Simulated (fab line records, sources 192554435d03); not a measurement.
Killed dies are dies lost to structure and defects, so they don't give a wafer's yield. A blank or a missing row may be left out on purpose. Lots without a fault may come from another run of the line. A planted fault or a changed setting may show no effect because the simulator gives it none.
Split-lot experiment | flow n5_finfet | 7 lots, 21 wafers read, on a route of 1938 steps

THE SPLIT
At N5_BEOL_M1_VIA_ETCH_34 (etches the open film in C4F6/O2, target depth 67.8 nm, time 64.4 s), the setting bias_w was moved away from the recipe's 170 W on 7 of the 21 wafers read, by -13.3% to +16.1%. The other wafers ran this setting at the recipe's value.

The reading is taken at the split's own step.

THE READING
rf_vpp_V, in V, at N5_BEOL_M1_VIA_ETCH_34 (etches the open film in C4F6/O2, target depth 67.8 nm, time 64.4 s). Fault-free wafers of this fab line usually give 677 V, standard deviation 20 V.

wafer  | tool, chamber at the split | bias_w as run, W | against the recipe | rf_vpp_V, V | against lot-mates on the recipe
L076.1 | rie_diel-06, 1             | 170              | recipe             | 673         | -
L076.3 | rie_diel-06, 0             | 170              | recipe             | 658         | -
L076.4 | rie_diel-06, 2             | 147.4            | -13.3%             | 602         | -64
L079.2 | rie_diel-02, 3             | 170              | recipe             | 667         | -
L079.4 | rie_diel-02, 0             | 170              | recipe             | 680         | -
L079.6 | rie_diel-02, 0             | 170              | recipe             | 681         | -
L080.4 | rie_diel-04, 1             | 186              | +9.4%              | 752         | +95
L080.5 | rie_diel-04, 2             | 170              | recipe             | 657         | -
L080.6 | rie_diel-04, 1             | 186              | +9.4%              | 753         | +96
L081.1 | rie_diel-06, 2             | 197.4            | +16.1%             | 759         | +102
L081.3 | rie_diel-06, 1             | 197.4            | +16.1%             | 758         | +101
L081.6 | rie_diel-06, 0             | 170              | recipe             | 657         | -
L089.1 | rie_diel-02, 2             | 170              | recipe             | 657         | -
L089.4 | rie_diel-02, 0             | 149.6            | -12.0%             | 615         | -69
L089.5 | rie_diel-02, 1             | 170              | recipe             | 711         | -
L093.1 | rie_diel-02, 3             | 170              | recipe             | 665         | -
L093.2 | rie_diel-02, 2             | 170              | recipe             | 656         | -
L093.5 | rie_diel-02, 3             | 170              | recipe             | 666         | -
L094.1 | rie_diel-02, 3             | 170              | recipe             | 665         | -
L094.2 | rie_diel-02, 1             | 170              | recipe             | 709         | -
L094.4 | rie_diel-02, 2             | 182.1            | +7.1%              | 695         | +8

THE FIT
A straight line over all 21 wafers: rf_vpp_V changes by +5.64 V for each +1% of bias_w; r = +0.92; the points scatter about the line by 18 V.
The same after taking each lot's own level away (the mean of its wafers on the recipe; 21 wafers): +6.27 V for each +1%; r = +0.92; scatter 19 V.
On that fit, the largest move of bias_w shifts the reading by 1e+02 V.
The lots' own levels span 657.0 to 687.0 V, that is 1.5 times the standard deviation above.
So the lot-to-lot level changes the slope: the two fits differ.
Check: with one of the wafers moved furthest among these (+16.1%) left out of the fit, the line predicts +105 V for it against its lot-mates. It came out at +102 V against them.
Tool readings at the split's step, against how far the setting was moved: rf_vpp_V r = +0.92.

OTHER SPLITS ON THESE WAFERS
These wafers also went through other splits before the reading. Each is held against what the fit with the lots' levels taken away leaves over:
other split on the same wafers    | wafers away from the commonest value | r with rf_vpp_V (lot level and that fit taken away)
N5_BEOL_M0_SAQP_EXPOSE_37 dose_mj | 7                                    | +0.28
N5_BEOL_M1_ETCH_64 bias_w         | 4                                    | +0.07

THE FILE'S OWN FIT
rf_vpp_V changes by +5.92 V for each +1% of bias_w, r = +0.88.
